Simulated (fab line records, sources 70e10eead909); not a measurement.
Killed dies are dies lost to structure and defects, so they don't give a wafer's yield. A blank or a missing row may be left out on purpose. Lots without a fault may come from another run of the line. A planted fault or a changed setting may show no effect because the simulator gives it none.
fab line records | flow nand_harc
record lots=6 wafers=18 last_day=34
route steps=1302 shown P_CONTACT@235 END@1302
lots that met no fault: from a run of the same line without faults
start_h: hours from the record's first day to the start of the lot's first wafer shown | wait_h: hours since the lot's step before | " the same as in the row above | L1.1+2: a row that stands for several wafers | - no value, or no start given | * or withheld: withheld | < > ~ a bound
route shown NAME@n: a module of which the file shows steps, and the number in the route of the first | usual: mean/standard deviation of fault-free wafers | same: alike in all rows | chamber/n: place in a boat | sites: the reading at each site | _std_site: their standard deviation | _edge_site: outer sites' mean less inner sites' | radius_mm: how far each site lies from the wafer's centre | mask NAME#n: copy n | behind: the tool/chamber that last shaped the wafer | hold: why the lot was held/for how many hours/how that ended | device: the transistor (n, p or np) that didn't switch | end of line: the same wafers' tests at the end of the route | a step without rows: its recipe alone | killed: dies lost to structure and defects at the first sort, not the wafer's yield | map: a wafer's dies, x killed, . not, _ none there
set.NAME: the setting as run; set.NAME@STEP: as run at that earlier step | model.NAME: the simulator's own value behind a step, which no gauge read
lots at some steps of the route; a table a step, a row a wafer
services: from which hour (start_h, from the record's first day; less than 0 if before it) a tool's chamber was out of use, for how many hours, and why
## steps
# step NHARC_P_CONTACT_DESCUM_17
# recipe time_s=3 o2_flow_sccm=200 ar_flow_sccm=0 bias_power_w=0 chemistry=O2
# step NHARC_P_CONTACT_ETCH_35
# recipe target_depth_a=390 over_etch_frac=0.3 time_s=65 ion_energy_ev=80 cf4_flow_sccm=150 ar_flow_sccm=0 rf_w=300 bias_w=100 chemistry=CF4
# usual drypump_motor_current_A=5.6/0.43 oes_product_au=0.998/0.012 rf_vpp_V=151.2/1.3 showerhead_plenum_p_Torr=1.77/0.083 throttle_valve_pct=13.285/0.0098
# columns lot.wafer tool chamber start_h wait_h drypump_motor_current_A oes_product_au rf_hours_counter_h rf_vpp_V showerhead_plenum_p_Torr throttle_valve_pct
L314.2 rie_diel-06 1 188.44 0.1 5.8 1.009 1.8 150.3 1.73 13.270
L314.1 " 2 " " 4.8 0.991 1.7 153.5 1.89 13.283
L314.6 " 3 " " 6.0 0.983 - 154.2 1.89 13.286
L315.4 rie_diel-01 3 201.38 0.1 6.1 1.000 4.8 149.2 1.67 13.273
L315.2 " 0 " " 5.2 1.009 4.5 150.8 1.72 13.301
L315.1 " 1 " " 5.1 0.989 4.2 150.3 1.66 13.283
L324.3 rie_diel-01 0 286.89 0.1 5.1 1.010 2.5 150.8 1.72 13.289
L324.2 " 1 " " 5.1 1.002 2.9 149.8 1.66 13.281
L324.5 " 3 " " 6.1 0.999 - 150.8 1.67 13.288
L325.1 rie_diel-05 3 295.47 0.1 5.1 0.990 2.3 151.5 1.78 13.297
L325.2 " 0 " " 5.0 1.002 2.2 149.9 1.69 13.278
L325.6 " 0 " " 5.0 1.000 - 150.9 1.69 13.286
L329.2 rie_diel-05 0 340.92 0.1 5.0 0.992 4.7 150.7 1.69 13.275
L329.3 " 1 " " 6.0 1.004 4.5 151.1 1.72 13.284
L329.6 " 0 " " 5.0 0.997 - 150.7 1.69 13.284
L330.4 rie_diel-06 2 348.18 0.1 4.8 1.001 0.5 152.8 1.89 13.273
L330.2 " 3 " " 6.0 0.997 0.5 153.9 1.89 13.293
L330.6 " 1 " " 5.8 1.006 - 150.2 1.73 13.291
# step NHARC_P_CONTACT_ETCH_36
# recipe target_depth_a=2600 over_etch_frac=0.25 time_s=406.25 ion_energy_ev=200 n2_flow_sccm=150 h2_flow_sccm=150 ar_flow_sccm=0 rf_w=400 bias_w=150 chemistry=N2/H2
# usual drypump_motor_current_A=5.6/0.42 oes_product_au=1.000/0.011 rf_vpp_V=430.2/2.9 showerhead_plenum_p_Torr=2.03/0.1 throttle_valve_pct=14.170/0.0082
# columns lot.wafer tool chamber start_h wait_h drypump_motor_current_A oes_product_au rf_hours_counter_h rf_vpp_V showerhead_plenum_p_Torr throttle_valve_pct
L314.1 rie_diel-06 1 - - 5.8 1.004 1.9 428.7 1.99 14.169
L314.2 " 2 " " 4.8 1.004 1.8 434.9 2.20 14.174
L314.6 " 2 " " 4.8 1.000 - 435.7 2.20 14.159
L315.1 rie_diel-01 3 - - 6.1 0.998 4.9 428.9 1.92 14.173
L315.4 " 1 " " 5.1 1.005 4.2 426.9 1.90 14.176
L315.2 " 2 " " 5.8 1.013 4.5 436.1 2.18 14.179
L324.2 rie_diel-01 1 - - 5.1 1.010 3.0 427.8 1.90 14.158
L324.3 " 0 " " 5.2 1.012 2.6 429.4 1.97 14.174
L324.5 " 1 " " 5.1 0.999 - 427.7 1.90 14.162
L325.2 rie_diel-05 3 - - 5.1 0.996 2.4 429.4 2.05 14.174
L325.1 " 1 " " 6.0 1.004 1.8 428.4 1.98 14.160
L325.6 " 2 " " 5.8 1.014 - 426.8 1.95 14.166
L329.2 rie_diel-05 2 - - 5.8 1.007 5.2 427.8 1.95 14.182
L329.3 " 3 " " 5.1 0.992 5.4 431.0 2.05 14.185
L329.6 " 1 " " 6.0 1.007 - 429.5 1.98 14.174
L330.4 rie_diel-06 3 - - 6.0 0.999 0.5 433.6 2.19 14.163
L330.2 " 2 " " 4.9 1.003 0.5 434.4 2.20 14.181
L330.6 " 3 " " 6.0 0.998 - 433.6 2.19 14.172
# step NHARC_P_CONTACT_ETCH_18
# recipe target_depth_a=4810 time_s=240.5 c4f8_flow_sccm=20 o2_flow_sccm=10 ar_flow_sccm=withheld rf_w=600 bias_w=1500 chemistry=C4F8/O2/Ar
# usual oes_product_au=0.955/0.02 rf_vpp_V=978/6.7
# columns lot.wafer tool chamber start_h wait_h oes_product_au rf_hours_counter_h rf_vpp_V
L314.1 rie_diel-06 3 - - 0.922 1.8 988
L314.2 " 0 " " 0.909 1.9 981
L314.6 " 0 " " 0.910 - 982
L315.1 rie_diel-01 3 - - 0.967 5.1 971
L315.2 " 0 " " 0.977 4.8 974
L315.4 " 2 " " 0.957 4.6 986
L324.3 rie_diel-01 3 - - 0.929 2.3 971
L324.2 " 0 " " 0.924 2.7 973
L324.5 " 0 " " 0.930 - 974
L325.2 rie_diel-05 1 - - 0.958 1.9 973
L325.1 " 3 " " 0.935 2.6 980
L325.6 " 2 " " 0.954 - 974
L329.2 rie_diel-05 3 - - 0.933 5.5 978
L329.3 " 1 " " 0.945 4.8 973
L329.6 " 2 " " 0.940 - 972
L330.4 rie_diel-06 3 - - 0.952 0.7 988
L330.2 " 1 " " 0.980 0.6 974
L330.6 " 3 " " 0.959 - 987
# step NHARC_P_CONTACT_STRIP_37
# recipe c4f8_flow_sccm=withheld o2_flow_sccm=8 ar_flow_sccm=withheld bias_w=0 chemistry=C4F8/O2/Ar
# step NHARC_P_CONTACT_ETCH_31
# recipe target_depth_a=300 time_s=85.7 ion_energy_ev=120 over_etch_frac=1 ch3f_flow_sccm=50 o2_flow_sccm=30 ar_flow_sccm=200 rf_w=500 bias_w=100 chemistry=CH3F/O2
# step NHARC_P_CONTACT_CD_MEAS_19
# usual cd_nm=89.5/1.5
# columns lot.wafer tool chamber start_h wait_h cd_nm
L314.1 cd_sem-03 - 189.21 - 89.0
L314.2 " - " " 87.0
L314.6 " - " " 87.8
L315.1 cd_sem-01 - 202.16 - 88.5
L315.2 " - " " 90.1
L315.4 " - " " 87.6
L324.2 cd_sem-02 - 287.67 - 89.4
L324.3 " - " " 88.5
L324.5 " - " " 89.8
L325.1 cd_sem-03 - 296.25 - 86.6
L325.2 " - " " 87.8
L325.6 " - " " 88.6
L329.2 cd_sem-01 - 341.72 - 89.2
L329.3 " - " " 89.5
L329.6 " - " " 88.0
L330.2 cd_sem-02 - 348.95 - 86.5
L330.4 " - " " 89.4
L330.6 " - " " 88.3
# step NHARC_P_CONTACT_STRIP_28
# recipe o2_flow_sccm=500 ar_flow_sccm=0 bias_w=0 chemistry=O2
# step NHARC_P_CONTACT_STRIP_29
# recipe time_s=1200 temp_c=72.5 chemistry=post_etch_residue_remover
# step NHARC_P_CONTACT_DEGAS_38
# recipe temp_c=300 time_s=60
# usual heater_power_w=471/49
# columns lot.wafer tool chamber start_h wait_h heater_power_w
L314.2 pvd_sputter-02 - 189.93 - 420
L314.1 " - " " 492
L314.6 " - " " 444
L315.2 pvd_sputter-03 - 202.87 - 408
L315.4 " - " " 530
L315.1 " - " " 517
L324.2 pvd_sputter-03 - 288.39 - 532
L324.3 " - " " 515
L324.5 " - " " 519
L325.1 pvd_sputter-01 - 296.96 - 417
L325.2 " - " " 562
L325.6 " - " " 420
L329.3 pvd_sputter-02 - 342.43 - 437
L329.2 " - " " 500
L329.6 " - " " 451
L330.4 pvd_sputter-02 - 349.66 - 436
L330.2 " - " " 497
L330.6 " - " " 497
# step NHARC_P_CONTACT_PRE_CLEAN_39
# recipe time_s=19.5 bias_v=250 gas=Ar
# step NHARC_P_CONTACT_PVD_32
# recipe target_thk_a=50 chamber_pressure_pa=5 power_w=5000 substrate_temp_c=200 time_s=17.7 material=Ti
# step NHARC_P_CONTACT_ALD_22
# recipe target_thk_a=30 pulse_time_s=1 ald_cycles=150 temp_c=450 material=TiN
# usual ald_cycles=150/0 heater_power_outer_w=690/85 heater_power_w=1094/120 precursor_pulse_height_rel=1.001/0.02
# columns lot.wafer tool chamber start_h wait_h ald_cycles heater_power_outer_w heater_power_w precursor_pulse_height_rel
L314.1 ald_metal-04 0 190.20 - 150 588 913 1.016
L314.2 " 2 " " 150 824 1328 1.003
L314.6 " 3 " " 150 615 961 1.016
L315.2 ald_metal-03 3 203.11 - 150 598 955 0.977
L315.4 " 0 " " 150 783 1132 1.007
L315.1 " 1 " " 150 684 1113 1.019
L324.3 ald_metal-01 3 288.66 - - - - -
L324.2 " 0 " " - - - -
L324.5 " 0 " " - - - -
L325.2 ald_metal-03 0 297.25 - - - - -
L325.1 " 1 " " - - - -
L325.6 " 3 " " - - - -
L329.2 ald_metal-04 1 342.67 - 150 838 1298 0.987
L329.3 " 0 " " 150 558 853 1.020
L329.6 " 1 " " 150 845 1307 1.012
L330.2 ald_metal-03 0 349.91 - 150 776 1126 0.993
L330.4 " 2 " " 150 676 1128 1.011
L330.6 " 0 " " 150 744 1128 1.013
# step NHARC_P_CONTACT_CVD_23
# recipe target_thk_a=2000 temp_c=300 pressure_torr=40 wf6_flow_sccm=40 h2_flow_sccm=1600 ar_flow_sccm=1560 time_s=557 material=W
# usual chamber_pressure_Torr=40.00/0.092 heater_power_w=449/48 throttle_valve_pct=7.63/0.29
# columns lot.wafer tool chamber start_h wait_h chamber_pressure_Torr heater_power_w throttle_valve_pct
L314.1 cvd_w-02 1 - - 39.91 385 7.83
L314.2 " 1 " " 39.93 399 7.78
L314.6 " 1 " " 39.96 388 7.54
L315.2 cvd_w-02 1 - - 39.94 384 7.59
L315.1 " 0 " " 39.95 519 7.79
L315.4 " 1 " " 39.97 384 7.47
L324.2 cvd_w-02 1 - - 40.07 394 7.59
L324.3 " 0 " " 40.02 541 7.78
L324.5 " 0 " " 40.05 530 8.16
L325.2 cvd_w-02 1 - - 40.00 399 7.66
L325.1 " 0 " " 40.03 524 7.78
L325.6 " 1 " " 39.95 387 7.51
L329.2 cvd_w-01 0 - - 40.10 471 7.04
L329.3 " 1 " " 39.98 440 7.93
L329.6 " 0 " " 40.13 464 7.05
L330.2 cvd_w-02 0 - - 40.13 538 8.04
L330.4 " 1 " " 40.17 403 7.46
L330.6 " 1 " " 40.09 391 7.66
# step NHARC_END_SORT_01
# recipe temp_c=25
# usual killed_at_array=56/19 killed_at_other=1.0/1.3 killed_at_periphery=3.8/2.2 killed_dies=61/19 killed_open=3.1/1.9 killed_short=2.3/1.5
# same gross_dies=677
# columns lot.wafer tool chamber start_h wait_h killed_at_array killed_at_other killed_at_periphery killed_dies killed_open killed_short
L324.2 prober-01 0 741.20 2.8 50 0 546 596 0 3
L324.3 prober-01 0 742.00 3.1 67 0 542 609 1 3
L324.5 prober-01 0 743.61 3.7 49 0 551 600 2 1
L325.1 prober-02 0 742.84 2.5 26 0 565 591 2 2
L325.2 prober-02 0 743.64 2.8 30 0 574 604 3 2
L325.6 prober-02 0 746.87 4.0 36 0 561 597 3 1
# killed by level:class
L324.2 P_CONTACT:area_ald=544 A_CHANNEL_HOLE_D2:chamber_film_flake=24 A_CHANNEL_HOLE_D1:chamber_film_flake=7 A_STAIRCASE:chamber_film_flake=7 A_CONTACT:chamber_film_flake=4 P_ZERO_WELL:chamber_film_flake=2 A_SLIT:chamber_film_flake=2 A_CHANNEL_FILL_D1:geometric_particle:short=1
L324.3 P_CONTACT:area_ald=538 A_CHANNEL_HOLE_D2:chamber_film_flake=26 A_STAIRCASE:chamber_film_flake=12 A_CONTACT:chamber_film_flake=8 A_CHANNEL_HOLE_D1:chamber_film_flake=7 A_SLIT:chamber_film_flake=7 P_ZERO_WELL:chamber_film_flake=4 A_DECK1_JOINT:chamber_film_flake=2
L325.1 P_CONTACT:area_ald=563 A_CHANNEL_HOLE_D1:chamber_film_flake=10 A_CHANNEL_HOLE_D2:chamber_film_flake=3 A_SLIT:chamber_film_flake=3 P_BONDPAD:chamber_film_flake=2 A_STAIRCASE:chamber_film_flake=2 A_CHANNEL_FILL_D2:geometric_particle:short=1 A_WL_FILL:geometric_particle:open=1
L324.5 P_CONTACT:area_ald=548 A_CHANNEL_HOLE_D2:chamber_film_flake=21 A_SLIT:chamber_film_flake=8 A_STAIRCASE:chamber_film_flake=7 P_ZERO_WELL:chamber_film_flake=3 A_CHANNEL_HOLE_D1:chamber_film_flake=3 A_SGD_CUT:chamber_film_flake=2 A_CONTACT:chamber_film_flake=2
L325.2 P_CONTACT:area_ald=572 A_CHANNEL_HOLE_D1:chamber_film_flake=9 A_SLIT:chamber_film_flake=8 A_CHANNEL_HOLE_D2:chamber_film_flake=3 A_CONTACT:chamber_film_flake=3 A_CHANNEL_FILL_D1:chamber_film_flake=2 P_CONTACT:geometric_particle:open=1 A_CHANNEL_FILL_D1:geometric_particle:short=1
L325.6 P_CONTACT:area_ald=556 A_CHANNEL_HOLE_D1:chamber_film_flake=9 A_CONTACT:chamber_film_flake=6 A_CHANNEL_HOLE_D2:chamber_film_flake=4 A_STAIRCASE:chamber_film_flake=4 A_ZERO_WELL:chamber_film_flake=3 A_SLIT:chamber_film_flake=3 P_BONDPAD:chamber_film_flake=2
# map L324.3 (x killed, . not)
____________x____________
_________xxxxxxx_________
_______xxxxxxxxxxx_______
______xxxxxxxxxxxxx______
_____xxxxxxx.xxxxxxx_____
____xxxxxxxxxxxxxxxxx____
____xxxxxxxxxxxxxxxxx____
___xxxxxxxxxxxxxxxxxxx___
___xxxxxxxxxxxxxxxxxxx___
__xxxxxxxx.xxxx.xxxxxxx__
__xxxxxxxxxxxxx.xx.xxxx__
_xxxxxxxxx...x.xxxx.xxxx_
_xxxxx.xxxx.xxxxxxxxxxxx_
_xxxx.xx.x..xxxxx.xxxxxx_
_xxxxxxxx.xx..xxxxxxxxxx_
_xxxxxxx.x.xx.xxx..xxxxx_
xxxxxxx...xxxxxxx.xxxxxxx
xxxxxxxx.x..x.xxxxxxxxxxx
xxxxxxxxx.x.xxxxx.xxxxxxx
xxxxxxxxxxxx..xxxx.xxxxxx
xxxxx.xx.xxxx..x.xxxxxxxx
_xxxxxxxxxxx.xxxxx.xxxxx_
_xxxxxxxxxxxxxxxxxxx.xxx_
_xxxxxxxxxxx.xxxx.xxxxxx_
_xx.xxxxxx.x.xx.xxxxxxxx_
_xxxxxxxxxx.x.x.xxxxxxxx_
__xxxxxxxxx.xxx.xxxxxxx__
__xxxxx.xx.xx..xxxxxxxx__
___xxxxxxx.xx.xxxxxxxx___
___xxxxxxx.xx..xxxxxxx___
____xxxxxxxxxxxxxxxxx____
____xxxxxxxxxxxxxxxxx____
_____xxxxxxx.xxxxxxx_____
______xxxxxxxxxxxxx______
_______xxxxxxxxxxx_______
_________xxxxxxx_________
____________x____________
# map L325.2 (x killed, . not)
____________x____________
_________xxxxxxx_________
_______x.xxxxxxxxx_______
______xxxxxxxxx.xxx______
_____x.xxxxxxxxx.xxx_____
____xx.xxxxxxxxxx.xxx____
____x.xxxxxxxx.x.xxxx____
___..xxxxxxxxxxxxxxxxx___
___.x.xxxxxxxxxxxxxxxx___
__.x.xxxxxxxxxxxxxxxxxx__
__...xxxxxxxxxxxxxxxxxx__
_x...xxxxxxxxxxxxxxxxxxx_
_..xxxxxxxxxxxxxxxxxxxxx_
_xx.xxxxxxxxxxxxxxxxxxxx_
_x.xxxxxxxxxxxxxxxxxxxxx_
_.xxxxxxxxxxxxxxxxxxxxxx_
x.xxxxxxxxxxxxxxxxxxxx.xx
....xxxxxxxxxxxxxxxxxxxxx
.xxx.xxxxxxxxxxxxxxxxxxxx
.x..xxxxxxxxxxxxxxxxxxxxx
..xxxxxxxxxxxxxxxxxxxxxxx
_...xxxxxxxxxxxxxxxxxxxx_
_.xxxxxxxxxxxxxxxxxxxxxx_
_..xxxxxxx.xxxxxxxxxxxxx_
_x..xxxxxxxxxxxxxxxxxxxx_
_x.xxxxxxxxxxxxxxxxxxxxx_
__xxxxxxxxxxxxxxxxxxxxx__
__.x.x.xxxx.xxxxxxxxxxx__
___..xxxxxxxxxxxxxxxxx___
___xx.xxxxxxxxxxxxxxxx___
____x....xxxxxxxxxxxx____
____...x.xxxxxxxxxxxx____
_____xxxxxxxxxxxxxxx_____
______..xxxxxx.x.xx______
_______..xxxxxxxxx_______
_________.x.xxxx_________
____________.____________
## services
# columns tool chamber start_h hours kind
pvd_sputter-03 - 170.00 10.0 pm
cvd_w-02 0 178.35 23.1 repair
cvd_w-02 - 179.27 0.4 repair
rie_diel-05 2 181.75 3.1 repair
rie_diel-01 - 203.80 9.0 pm
rie_diel-06 3 209.51 11.8 repair
ald_metal-03 - 212.00 10.0 pm
rie_diel-01 - 222.93 0.5 repair
rie_diel-05 - 229.61 9.0 pm
rie_diel-06 1 235.29 15.2 repair
ald_metal-03 1 244.25 14.7 repair
ald_metal-03 3 245.91 7.0 repair
cvd_w-02 - 269.00 13.0 pm
pvd_sputter-02 - 282.06 10.0 pm
rie_diel-05 0 290.26 2.7 repair
rie_diel-06 1 298.66 7.2 repair
rie_diel-01 2 300.56 9.2 repair
rie_diel-01 3 302.29 13.9 repair
rie_diel-06 - 307.20 9.0 pm
pvd_sputter-02 - 311.82 4.8 repair
rie_diel-01 1 319.99 20.5 repair
ald_metal-03 2 328.35 20.9 repair
rie_diel-06 0 334.27 4.1 repair
rie_diel-05 - 344.83 0.1 repair
## key
first_sign step=NHARC_P_CONTACT_ALD_22 reading=tool_record direction=missing
effect step=NHARC_END_SORT_01 reading=killed_at_periphery direction=up sigmas=99+ usual=3.8 struck=556.5
more_kills_born_at NHARC_P_CONTACT_ALD_22@ald_metal-03=1691 NHARC_P_CONTACT_ALD_22@ald_metal-01=1630
met_at NHARC_P_CONTACT_ALD_22
struck_wafers L324.2,L324.3,L324.5,L325.1,L325.2,L325.6
later_rows_left_out L324.2,L324.3,L324.5,L325.1,L325.2,L325.6
tester_left_out L324,L325
onset_between 203.11 288.66
fault kind=skipped_step_whole tool=ald_metal-01,ald_metal-03 chamber=- onset_h=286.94 steps=NHARC_P_CONTACT_ALD_22 scope=struck_lots_only
# tester_left_out: of these lots the tester's yield and bins aren't shown, on N5 and GAA mostly nor the transistor test; their killed dies are dies lost to structure and defects alone, not to doping, threshold or leakage, so they don't give the yield
# later_rows_left_out: the simulator's readings of these wafers behind a module that went badly wrong aren't trusted and aren't shown, but for the sort
